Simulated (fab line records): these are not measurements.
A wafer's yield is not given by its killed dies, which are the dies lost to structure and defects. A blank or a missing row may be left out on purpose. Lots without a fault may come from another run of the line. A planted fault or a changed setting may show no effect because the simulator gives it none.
One fault through the eyes of 2 desks / flow n5-finfet / what lay behind the numbers comes last; until then each desk has only its own

## FOR THE TOOL OWNER'S DESK: rie-si-03
The tool's own readings at N5_FIN_SAQP_FIN_ETCH_36 (etches the open film in HBr/Cl2/O2, target depth 120 nm, time 50.4 s): means of the sampled wafers that have a number, for each lot that ran on this tool. If a lot's mean is further than 4 standard deviations from the usual mean, the lot is out of limits and carries the mark OUT (the distance appears in the brackets).
Columns: A = drypump-motor-current-A at N5_FIN_SAQP_FIN_ETCH_36, usual 5.7 A; B = oes_o_777_au at N5_FIN_SAQP_FIN_ETCH_36, usual 0.94 a.u.; C = oes-product-au at N5_FIN_SAQP_FIN_ETCH_36, usual 0.987 a.u.; D = throttle-valve-pct at N5_FIN_SAQP_FIN_ETCH_36, usual 36.1 %
lot=L527; first seen here=day 5 14:34; A=5.5; B=0.97; C=0.963; D=36.1
lot=L530; first seen here=day 6 09:15; A=5.2; B=0.92; C=0.867 (-5.2) OUT; D=36.3
lot=L531; first seen here=day 6 15:03; A=5.7; B=0.96; C=0.883 (-4.5) OUT; D=36.5
lot=L532; first seen here=day 6 19:56; A=5.3; B=0.97; C=0.851 (-5.9) OUT; D=36.2
This desk's finding: out of limits on L530, L531, L532; first on L530, day 6 09:15 (oes-product-au at N5_FIN_SAQP_FIN_ETCH_36). L527 stayed within limits.

## FROM THE METROLOGY DESK
What the gauges read for every lot (on any tool): the sampled wafers with a number, averaged. If a lot's mean is further than 4 standard deviations from the usual mean, the lot is out of limits and carries the mark OUT (the distance appears in the brackets).
Columns: A = trench-depth-nm at N5_FIN_SAQP_OCD_MEAS_76, usual 118 nm
lot=L520; first seen here=day 3 21:03; A=123
lot=L527; first seen here=day 5 14:47; A=117
lot=L530; first seen here=day 6 09:28; A=99 (-6.3) OUT
lot=L531; first seen here=day 6 15:16; A=103 (-5.1) OUT
lot=L532; first seen here=day 6 20:10; A=97 (-7.0) OUT
This desk's finding: out of limits on L530, L531, L532; first on L530, day 6 09:28 (trench-depth-nm at N5_FIN_SAQP_OCD_MEAS_76). L520, L527 stayed within limits.

## BROUGHT TOGETHER
On L530, L531, L532, at day 6 09:15, an alarm was possible from the tool owner's desk.
The metrology desk could have raised an alarm at day 6 09:28, on L530, L531, L532.
Of the lots named, all ran N5_FIN_SAQP_FIN_ETCH_36 on rie-si-03.

## WHAT HAD BEEN PUT IN BY THE SIMULATOR
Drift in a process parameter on rie-si-03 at N5_FIN_SAQP_FIN_ETCH_36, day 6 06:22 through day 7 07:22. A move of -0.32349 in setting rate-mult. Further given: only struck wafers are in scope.
Lots struck among those shown: L530, L531, L532.
Time in hours from fault onset to the first out-of-limits reading at each desk: tool owner's desk 3, metrology desk 3.
